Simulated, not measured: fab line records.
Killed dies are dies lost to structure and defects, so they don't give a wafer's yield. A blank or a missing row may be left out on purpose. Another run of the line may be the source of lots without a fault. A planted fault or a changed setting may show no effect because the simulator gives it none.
Matching of chambers :: flow nand harc :: NHARC_A_CONTACT_ETCH_91 on rie diel-01: 4 sister chambers
The step etches the open film in CH3F/O2, target depth 40 nm, time 85.7 s. 4 wafers are shown with their chamber, then 12 later ones without.

## WAFERS WITH THEIR CHAMBER
wafer: L089.1
chamber: 0
drypump motor current A (A): 6.5

wafer: L091.3
chamber: 1
drypump motor current A (A): 5.3

wafer: L091.4
chamber: 2
drypump motor current A (A): 5.9

wafer: L091.6
chamber: 3
drypump motor current A (A): 5.5

## WAFERS WITHOUT THEIR CHAMBER
wafer: L094.4
drypump motor current A (A): 5.8

wafer: L094.5
drypump motor current A (A): 5.9

wafer: L094.6
drypump motor current A (A): 5.5

wafer: L093.3
drypump motor current A (A): 5.5

wafer: L093.5
drypump motor current A (A): 5.3

wafer: L093.6
drypump motor current A (A): 6.5

wafer: L096.1
drypump motor current A (A): 5.5

wafer: L096.2
drypump motor current A (A): 5.2

wafer: L096.3
drypump motor current A (A): 5.9

wafer: L097.2
drypump motor current A (A): 5.5

wafer: L097.3
drypump motor current A (A): 5.8

wafer: L097.5
drypump motor current A (A): 5.2

## WHICH CHAMBER EACH ONE RAN IN
wafer: L094.4
from the rows above: 2
in truth: 2

wafer: L094.5
from the rows above: 2
in truth: 2

wafer: L094.6
from the rows above: 3
in truth: 3

wafer: L093.3
from the rows above: 3
in truth: 3

wafer: L093.5
from the rows above: 1
in truth: 1

wafer: L093.6
from the rows above: 0
in truth: 0

wafer: L096.1
from the rows above: 3
in truth: 3

wafer: L096.2
from the rows above: 1
in truth: 1

wafer: L096.3
from the rows above: 2
in truth: 2

wafer: L097.2
from the rows above: 3
in truth: 3

wafer: L097.3
from the rows above: 2
in truth: 2

wafer: L097.5
from the rows above: 1
in truth: 1
Placed correctly: 12 of 12. From these rows, 0 cannot be placed. Wrongly placed: 0.
How it was worked out, from the rows above alone: a wafer's distance from a chamber is the root of the sum, over the readings, of the square of ((its reading less the chamber's mean) divided by the reading's scatter). The wafer belongs to the nearest chamber; if the next one is less than 2 further off, it can't be placed. For every chamber, the mean is computed from those of its wafers that are shown. The scatter: with one shown wafer a chamber, the root of the mean of the squares of how far each hidden wafer lies from its nearest shown one.
